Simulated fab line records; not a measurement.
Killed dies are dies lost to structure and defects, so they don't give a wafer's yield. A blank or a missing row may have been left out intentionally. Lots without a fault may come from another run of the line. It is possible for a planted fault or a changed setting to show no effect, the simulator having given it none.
fab line records | flow n5Finfet
[record] lots = 5 wafers = 15 lastDay = 19
route steps=1938 shown BEOL_M1@814 BEOL_M2@841 PASSIVATION@1936
lots with no fault: from the same line, run without faults
startH: hours from the record's first day to the start of the lot's first wafer shown | waitH: hours from the lot's prior step to this one | " the same as in the row above | L1.1+2: several wafers, shown together as one row | - no value, or no start was given | * or withheld: withheld | < > ~ a bound
route shown NAME@n: NAME is a module with steps in the file, n the number in the route of the first one | usual: mean and standard deviation over wafers with no fault | same: alike in all rows | chamber/n: place in a boat | sites: per-site readings | _std_site: standard deviation of those values | _edge_site: outer sites' mean less inner sites' | radiusMm: for every site, how far away it sits from the centre of the wafer | mask NAME#n: copy n | behind: the last tool/chamber to shape the wafer | hold: what put the lot on hold/how long, in hours/how the hold closed | device: the n, p or np transistor that did not switch | end of line: tests of these same wafers at the route's end | for a step that has no rows: nothing shown but its recipe | killed: dies lost to structure and defects at the first sort, not the wafer's yield | map: a wafer's dies, x killed, . not, _ none there
set.NAME: the setting as run; set.NAME@STEP: as run at that earlier step | model.NAME: the simulator's own value behind a step, which no gauge read
lots seen at some steps along the route; tables by step, rows by wafer
services: a tool's chamber out of use, with start hour (startH, from the record's first day; less than 0 if before it), hours out, and reason
[[steps]]
[step N5_BEOL_M1_SPUTTER_48]
[recipe] material = Cu targetThkA = 45 tempC = -20 chamberPressurePa = 0.07 powerW = withheld timeS = 8.29
[step N5_BEOL_M1_ANNEAL_49]
[recipe] tempC = 400 timeS = 240 ambient = vacuum
[step N5_BEOL_M1_SPUTTER_79]
[recipe] material = Cu targetThkA = 45 tempC = -20 chamberPressurePa = 0.07 powerW = withheld timeS = 8.29
[usual] chamberPressurePa = 0.07004/0.00015 chuckSensorTempC = -16.1/0.54 throttleValvePct = 30.2/0.69
[same] timeS = 8.29
// columns lot.wafer tool chamber startH waitH chamberPressurePa chuckSensorTempC throttleValvePct
L930.1 pvdSputter-02 - 148.26 0.1 0.06996 -16.1 30.3
L930.2 " - " " 0.06996 -16.4 30.6
L930.5 " - " " 0.07002 -16.3 30.2
L935.3 pvdSputter-02 - 189.68 0.1 0.07004 -15.9 29.1
L935.4 " - " " 0.07012 -15.9 31.4
L935.5 " - " " 0.07003 -15.8 28.9
L940.1 pvdSputter-02 - 230.38 0.1 0.07005 -15.8 29.1
L940.3 " - " " 0.07022 -16.3 30.2
L940.6 " - " " 0.07023 -16.2 30.3
L946.3 pvdSputter-03 - 239.49 0.1 0.06983 -17.2 29.7
L946.5 " - " " 0.07012 -17.1 29.6
L946.6 " - " " 0.06998 -15.6 31.1
L949.1 pvdSputter-03 - 256.75 0.1 0.06985 -15.3 31.1
L949.3 " - " " 0.06998 -17.2 29.9
L949.4 " - " " 0.0699 -15.9 29.5
[step N5_BEOL_M1_ANNEAL_80]
[recipe] tempC = 400 timeS = 240 ambient = vacuum
[step N5_BEOL_M1_SPUTTER_81]
[recipe] material = Cu targetThkA = 45 tempC = -20 chamberPressurePa = 0.07 powerW = withheld timeS = 8.29
[step N5_BEOL_M1_ANNEAL_82]
[recipe] tempC = 400 timeS = 240 ambient = vacuum
[step N5_BEOL_M1_SPUTTER_86]
[recipe] material = Cu targetThkA = 45 tempC = -20 chamberPressurePa = 0.07 powerW = withheld timeS = 8.29
[step N5_BEOL_M1_ANNEAL_87]
[recipe] tempC = 400 timeS = 240 ambient = vacuum
[step N5_BEOL_M1_SPUTTER_88]
[recipe] material = Cu targetThkA = 45 tempC = -20 chamberPressurePa = 0.07 powerW = withheld timeS = 8.29
[step N5_BEOL_M1_ANNEAL_89]
[recipe] tempC = 400 timeS = 240 ambient = vacuum
[step N5_BEOL_M1_SPUTTER_90]
[recipe] material = Cu targetThkA = 45 tempC = -20 chamberPressurePa = 0.07 powerW = withheld timeS = 8.29
[step N5_BEOL_M1_ANNEAL_91]
[recipe] tempC = 400 timeS = 240 ambient = vacuum
[step N5_BEOL_M1_SPUTTER_92]
[recipe] material = Cu targetThkA = 45 tempC = -20 chamberPressurePa = 0.07 powerW = withheld timeS = 8.29
[usual] chamberPressurePa = 0.06998/0.00015 chuckSensorTempC = -16.1/0.53 throttleValvePct = 30.2/0.7
[same] timeS = 8.29
// columns lot.wafer tool chamber startH waitH chamberPressurePa chuckSensorTempC throttleValvePct
L930.1 pvdSputter-02 - 149.36 0.1 0.06968 -16.2 30.3
L930.2 " - " " 0.06974 -16.3 30.7
L930.5 " - " " 0.06979 -16.3 30.2
L935.3 pvdSputter-02 - 190.78 0.1 0.06993 -15.8 29.0
L935.4 " - " " 0.06994 -16.0 31.0
L935.5 " - " " 0.0698 -16.0 29.0
L940.1 pvdSputter-02 - 231.48 0.1 0.06986 -16.0 29.1
L940.3 " - " " 0.07002 -16.2 30.3
L940.6 " - " " 0.06996 -16.4 30.3
L946.3 pvdSputter-03 - 240.59 0.1 0.07011 -17.1 29.3
L946.5 " - " " 0.07022 -17.2 29.5
L946.6 " - " " 0.06968 -15.3 31.0
L949.1 pvdSputter-03 - 257.85 0.1 0.07004 -15.3 31.2
L949.3 " - " " 0.06989 -17.1 29.6
L949.4 " - " " 0.07012 -15.9 29.4
[step N5_BEOL_M1_ANNEAL_93]
[recipe] tempC = 400 timeS = 240 ambient = vacuum
[step N5_BEOL_M1_SPUTTER_94]
[recipe] material = Cu targetThkA = 45 tempC = -20 chamberPressurePa = 0.07 powerW = withheld timeS = 8.29
[step N5_BEOL_M1_ANNEAL_95]
[recipe] tempC = 400 timeS = 240 ambient = vacuum
[usual] heaterPowerW = 801/65
[same] timeS = 240
// columns lot.wafer tool chamber startH waitH heaterPowerW
L930.1 pvdSputter-02 - 149.66 0.0 812
L930.2 " - " " 800
L930.5 " - " " 807
L935.3 pvdSputter-02 - 191.08 0.0 740
L935.4 " - " " 812
L935.5 " - " " 720
L940.1 pvdSputter-02 - 231.78 0.0 711
L940.3 " - " " 788
L940.6 " - " " 797
L946.3 pvdSputter-03 - 240.89 0.0 916
L946.5 " - " " 964
L946.6 " - " " 725
L949.1 pvdSputter-03 - 258.15 0.0 712
L949.3 " - " " 947
L949.4 " - " " 797
[step N5_BEOL_M1_SPUTTER_96]
[recipe] material = Cu targetThkA = 45 tempC = -20 chamberPressurePa = 0.07 powerW = withheld timeS = 8.29
[step N5_BEOL_M1_ECD_50]
[recipe] material = Cu targetThkA = 3000
[step N5_BEOL_M1_ANNEAL_51]
[recipe] tempC = 225 timeS = 90 ambient = N2
[step N5_BEOL_M1_CMP_52]
[recipe] stopOn = SiOC tOverpolishS = 6.8 downForcePsi = 1 platenRpm = 50 clearingPlatenDownForcePsi = 1.5 clearingPlatenRpm = 50 postCmpClean = cuAlkaline targetThkNm = 40 clearingPlatenPadVelocityMS = 0.99484 padVelocityMS = 0.99484
[usual] barrierFieldEndpointS = 24.8/0.61 motorCurrentA = 6.1/0.44 overpolishRunS = 6.801/0.0082 timeToEndpointS = 62/3.6
// columns lot.wafer tool chamber startH waitH barrierFieldEndpointS motorCurrentA overpolishRunS timeToEndpointS
L930.2 cmp-02 1 150.29 0.2 24.4 5.8 6.800 63
L930.1 " 2 " " 25.5 6.6 6.789 67
L930.5 " 2 " " 25.9 6.5 6.791 67
L935.4 cmp-03 3 191.75 0.2 25.0 6.5 6.804 59
L935.3 " 0 " " 25.7 5.3 6.801 64
L935.5 " 3 " " 24.8 6.6 6.802 57
L940.3 cmp-03 0 232.42 0.2 24.3 5.4 6.794 65
L940.1 " 2 " " 24.1 6.4 6.813 62
L940.6 " 0 " " 25.4 5.6 6.781 64
L946.3 cmp-03 2 241.63 0.3 24.2 6.3 6.804 60
L946.6 " 3 " " 24.2 6.3 6.801 62
L946.5 " 0 " " 24.5 5.6 6.800 64
L949.4 cmp-04 0 258.82 0.2 24.9 5.3 6.805 64
L949.1 " 1 " " 26.3 6.6 6.808 72
L949.3 " 2 " " 26.3 5.5 6.794 73
[step N5_BEOL_M1_PRE_CLEAN_60]
[recipe] gas = NH3/H2 timeS = 15 tempC = * rfPowerW = 300
[usual] heaterPowerW = 87/8.7
[same] timeS = 15
// columns lot.wafer tool chamber startH waitH heaterPowerW
L930.1 cvdCo-02 1 150.62 0.0 98
L930.2 " 0 " " 90
L930.5 " 0 " " 90
L935.3 cvdCo-02 1 192.04 0.0 99
L935.4 " 1 " " 99
L935.5 " 2 " " 74
L940.1 cvdCo-02 1 232.75 0.0 100
L940.3 " 2 " " 76
L940.6 " 1 " " 100
L946.3 cvdCo-01 2 241.85 0.0 91
L946.5 " 2 " " 90
L946.6 " 0 " " 78
L949.1 cvdCo-01 0 259.11 0.0 78
L949.3 " 1 " " 82
L949.4 " 2 " " 91
[step N5_BEOL_M1_CO_CAP_55]
[recipe] material = Co targetThkA = 20 tempC = 200 precursor = CCTBA/H2 pressureTorr = 30 timeS = 102.1
[step N5_BEOL_M1_PRE_CLEAN_56]
[recipe] gas = NH3 timeS = 15 tempC = withheld rfPowerW = 300
[step N5_BEOL_M1_DEP_57]
[recipe] material = SiCN targetThkA = 80 tempC = withheld precursor = 3MS/NH3 pressureTorr = 3 rfW = 202 timeS = 14
[usual] showerheadPlenumPTorr = 3.667/0.012 throttleValvePct = 9.1/0.55
[same] timeS = 14
// columns lot.wafer tool chamber startH waitH showerheadPlenumPTorr throttleValvePct
L930.1 pecvd-01 1 150.78 0.0 3.674 8.0
L930.2 " 0 " " 3.653 9.1
L930.5 " 0 " " 3.658 8.9
L935.3 pecvd-04 1 192.20 0.0 3.690 10.1
L935.4 " 2 " " 3.689 8.9
L935.5 " 0 " " 3.653 9.1
L940.1 pecvd-03 0 232.90 0.0 3.671 9.2
L940.3 " 1 " " 3.669 9.2
L940.6 " 0 " " 3.664 9.3
L946.3 pecvd-01 2 242.01 0.0 3.656 8.9
L946.5 " 1 " " 3.661 8.2
L946.6 " 0 " " 3.659 9.0
L949.1 pecvd-03 0 259.27 0.0 3.662 9.2
L949.3 " 1 " " 3.674 8.8
L949.4 " 1 " " 3.669 9.1
[step N5_BEOL_M1_RS_MEAS_58]
[recipe] thkMeasGauge = four-point-probe reads = Co_of_BEOL_M1_CO_CAP_55+Cu_of_BEOL_M1_ECD_50+Co_of_BEOL_M1_CVD_47+TaN_of_BEOL_M1_ALD_84
[usual] M1_RS = 0.67/0.036
// columns lot.wafer tool chamber startH waitH M1_RS[ohm/sq]
L930.1 filmMetro-02 - 150.84 0.0 0.61
L930.2 " - " " 0.67
L930.5 " - " " 0.60
L935.3 filmMetro-01 - 192.27 0.1 0.67
L935.4 " - " " 0.71
L935.5 " - " " 0.67
L940.1 filmMetro-02 - 232.97 0.0 0.71
L940.3 " - " " 0.71
L940.6 " - " " 0.64
L946.3 filmMetro-02 - 242.08 0.1 0.69
L946.5 " - " " 0.61
L946.6 " - " " 0.62
L949.1 filmMetro-01 - 259.33 0.0 0.66
L949.3 " - " " 0.68
L949.4 " - " " 0.67
[step N5_BEOL_M2_ILD_DEP_00]
[recipe] material = SiOC targetThkA = 790 tempC = 350 precursor = DEMS/O2 pressureTorr = 5 rfW = 500 timeS = 15.3
[step N5_BEOL_M2_THK_MEAS_01]
[recipe] reads = SiOC_of_BEOL_M2_ILD_DEP_00
[usual] M2_ILD_THK = 79.0/0.99
// columns lot.wafer tool chamber startH waitH M2_ILD_THK[nm]
L930.1 filmMetro-01 - 150.97 0.0 76.7
L930.2 " - " " 77.9
L930.5 " - " " 78.3
L935.3 filmMetro-01 - 192.40 0.1 79.3
L935.4 " - " " 79.9
L935.5 " - " " 80.8
L940.1 filmMetro-02 - 233.10 0.0 78.1
L940.3 " - " " 78.3
L940.6 " - " " 79.3
L946.3 filmMetro-02 - 242.21 0.1 79.3
L946.5 " - " " 79.7
L946.6 " - " " 79.5
L949.1 filmMetro-02 - 259.46 0.0 79.6
L949.3 " - " " 78.7
L949.4 " - " " 79.6
[step N5_BEOL_M2_PECVD_72]
[recipe] material = SiO2 targetThkA = 160 tempC = 400 precursor = TEOS/O2 pressureTorr = 5.5 rfW = 450 teosFlowSccm = 53.8 gas = O2 flowSccm = 3000 timeS = 18
[step N5_BEOL_M2_HM_DEP_02]
[recipe] material = TiN targetThkA = 200 tempC = 25 chamberPressurePa = 0.49996
[step N5_BEOL_M2_COAT_61]
[recipe] resist = SOC tempC = 250 timeS = 60 spinRpm = 1500 resistThkNm = 60
[step N5_BEOL_M2_COAT_62]
[recipe] resist = SiARC tempC = 220 timeS = 60 spinRpm = 1500 resistThkNm = 12
[step N5_BEOL_M2_COAT_73]
[recipe] resist = underlayer tempC = 205 timeS = 60 spinRpm = 1500 resistThkNm = 5
[step N5_BEOL_M2_COAT_05]
[recipe] resist = CAR-EUV spinRpm = 1500 resistThkNm = 30
[step N5_BEOL_M2_EBR_07]
[recipe] solvent = PGMEA ebrWidthMm = 1.5
[step N5_BEOL_M2_SOFTBAKE_06]
[recipe] tempC = 110 timeS = 60 resist = CAR-EUV
[step N5_BEOL_M2_EXPOSE_08]
[recipe] maskId = M2 na = 0.33 sourceShape = dipole sigmaInner = 0.369 sigmaOuter = 0.767 polarization = unpolarized doseMj = 41.25
[step N5_BEOL_M2_PEB_09]
[recipe] pebTempC = 100 pebTimeS = 60 resist = CAR-EUV
[step N5_BEOL_M2_DEVELOP_10]
[recipe] developTimeS = 30 developer = TMAH resist = CAR-EUV rinseLiquid = surfactantRinse dry = airSpin devTempC = 23
[step N5_BEOL_M2_CD_MEAS_11]
[recipe] targetCdNm = 16.79 landingEnergyEv = 500 detector = seInlens polarity = opening
[usual] cdNm = 16.81/0.24
// columns lot.wafer tool chamber startH waitH cdNm
L930.1 cdSem-01 0 151.97 - 17.16
L930.2 " 0 " " 17.32
L930.5 " 0 " " 17.16
L935.3 cdSem-02 0 193.48 - 16.92
L935.4 " 0 " " 16.52
L935.5 " 0 " " 17.08
L940.1 cdSem-03 0 233.59 - 17.07
L940.3 " 0 " " 16.95
L940.6 " 0 " " 17.06
L946.3 cdSem-03 0 243.96 - 16.57
L946.5 " 0 " " 16.84
L946.6 " 0 " " 16.98
L949.1 cdSem-01 0 260.16 - 16.97
L949.3 " 0 " " 16.59
L949.4 " 0 " " 16.59
[step N5_BEOL_M2_OVL_MEAS_12]
[recipe] pointsPerWafer = 522
[usual] M2_OVL = -0.5/0.79
// columns lot.wafer tool chamber startH waitH M2_OVL[nm]
L930.1 overlay-01 0 152.00 0.0 -1.5
L930.2 " 0 " " -0.3
L930.5 " 0 " " -1.5
L935.3 overlay-02 0 193.52 0.0 -0.5
L935.4 " 0 " " -1.1
L935.5 " 0 " " -1.2
L940.1 overlay-01 0 233.62 0.0 0.5
L940.3 " 0 " " -0.4
L940.6 " 0 " " 1.7
L946.3 overlay-02 0 244.00 0.0 -0.4
L946.5 " 0 " " -0.6
L946.6 " 0 " " -0.1
L949.1 overlay-01 0 260.19 0.0 -0.2
L949.3 " 0 " " -0.7
L949.4 " 0 " " -0.2
[step N5_PASSIVATION_PROBE_49]
[usual] defectLimitedYield = 90.9/1.4 killed_at_M0_to_M3 = 38/11 killed_at_M4_up = 13/5.9 killedAtContacts = 14/6.4 killedAtFrontEnd = 38/11 killedAtOther = 3.3/2.5 killedDies = 107/16 killedOnRim = 14/3.6 killedOpen = 70/12 killedShort = 35/7.7 sort_bin_5_function = 5.3/0.94 sort_bin_6_memory = 3.5/0.7 sortNPass = 1073/16 sortYieldPct = 90.9/1.4
[same] grossDies = 1180 killedAtBackSide = 0 sort_bin_4_leakage[%] = 0 sort_bin_8_speed[%] = 0
// columns lot.wafer tool chamber startH waitH defectLimitedYield[%] killed_at_M0_to_M3 killed_at_M4_up killedAtContacts killedAtFrontEnd killedAtOther killedDies killedOnRim killedOpen killedShort sort_bin_5_function[%] sort_bin_6_memory[%] sortNPass sortYieldPct[%]
L940.1 prober-01 - 414.23 0.0 81.7 144 13 4 47 8 216 33 64 38 10.8 3.7 964 81.7
// killed by level:class
L940.1 BEOL_M1:unspecified=109 BEOL_M0_SAQP:geometricParticle:open=13 STI_FIN_REVEAL:geometricParticle:open=11 BEOL_M0_SAQP:geometricParticle:short=10 FIN_SAQP:geometricParticle:open=8 GATE_CUT:geometricParticle:short=6 BEOL_M2:geometricParticle:open=5 DUMMY_GATE:geometricParticle:open=5
// map L940.1 (x killed, . not)
_________________........x.x.________________
______________x...............xx_____________
___________.x..x...............x...__________
__________................x........._________
________..........x..xx.xx......x....._______
_______....x.......xx.......x..........______
______.x....x................x.........._____
_____........x..x.x...............x......____
____....x..................x.....x..x.....___
___...x............x..........x..x.x.......__
___....x..................x.x...x..........__
__....x....x........x......................._
__..x.......................xx.............._
_.................................x...xx.....
_..x.....x.........x..................x......
_..........x.........x..................x....
_...x.........x.......x.x.xxx......x.........
_x..........x........x..x...x..............x.
_..............xx....x.....................x.
_...............xx......x..x......x....x.....
_...................x.x......................
__.......x................x...x.x..........._
__.x.......................x................_
___x............xx.............x.........x.__
___xx..............................xx......__
____..............xx.xx...x...........x...___
_____........xxxxxxxxxxx.x...............____
______.......xxxxxxxxxxxx.x...x.....x.x._____
_______......xxxxxxxxxxxxx.x..........x______
________....xxxxxxxxxxxxxxx.x........._______
__________x.xxxxxxxxxxxxxxx.x......._________
___________.xxxxxxxxxxxxxxx.......x__________
______________xxxxxxxxxxxxx....._____________
_________________xxxxxxxxx...________________
// map L935.3 (x killed, . not)
_________________....x......x________________
______________.x..x............._____________
___________........................__________
__________.......x......x..........._________
________x....x...x......x.x.x..x.....x_______
_______....x...x..................x....______
______.xx..x.................x.x....xxx._____
_____x....................x.......x......____
____.x.....x...............x..x........x..___
___..........x..............x..........x...__
___....x.........x....x.....x.x....x..x....__
__.....x...x.x..x.............x............._
__.x.x.x.....x.........x.x............x..x.._
_...x........x..............x............xx..
_...............................x...x........
_..........x.....x.......x.................x.
_................................x.x.......x.
_..............x.....xx.x............x.......
_........x......x.............x.......x......
_....................................x......x
_......x..................x.x....x...........
__...........x..x........x.................._
__............x.x.x...x..x....x......x...x.._
___..........x.................x...........__
___.x.x..........x.........................__
____.x......xx.............x..xx...x......___
_____.......x..x......x..........x.......____
______...x.............................._____
_______......xx...x.....x............x.______
________........................x..x.._______
__________......x..................x_________
___________x..........x............__________
______________.................._____________
_________________.....x......________________
[[services]]
// columns tool chamber startH hours kind
cvdCo-01 - 127.61 4.3 pm
cmp-02 - 132.23 5.9 pm
cmp-04 - 134.18 0.7 repair
pecvd-01 0 139.76 7.1 repair
cvdCo-01 1 159.00 11.8 repair
pecvd-04 1 171.33 5.5 scheduledDown
cmp-03 - 181.07 4.2 pm
cmp-03 - 187.94 1.7 repair
cmp-04 - 200.39 4.0 pm
pecvd-03 2 202.38 - clean
pecvd-03 2 202.38 - consumableReplace:showerhead
pecvd-03 2 202.38 29.0 scheduledDown
pecvd-03 2 202.38 29.0 ventCycle
cmp-04 - 204.39 - consumableReplace:conditioner
cmp-04 - 204.39 - consumableReplace:pad
pvdSputter-03 - 205.12 1.6 repair
cmp-03 - 220.37 0.8 repair
cvdCo-02 - 223.15 3.8 pm
[[key]]
[firstSign] step = N5_PASSIVATION_PROBE_49 reading = killed_at_M0_to_M3 direction = up sigmas = 9.4 usual = 38 struck = 144
[effect] step = N5_PASSIVATION_PROBE_49 reading = killedDies direction = up sigmas = 6.6 usual = 107 struck = 216
[moreKillsBornAt] N5_BEOL_M1_SPUTTER_92@pvdSputter-02 = 109
metAt N5_BEOL_M1_SPUTTER_92
struckWafers L940.1
onsetBetween 190.78 231.48
[fault] kind = chamberParticleSource tool = pvdSputter-02 chamber = - onsetH = 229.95 steps = N5_BEOL_M1_SPUTTER_92 ratePerVisitCm2 = 1.8735 endH = 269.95 scope = struckWafersOnly
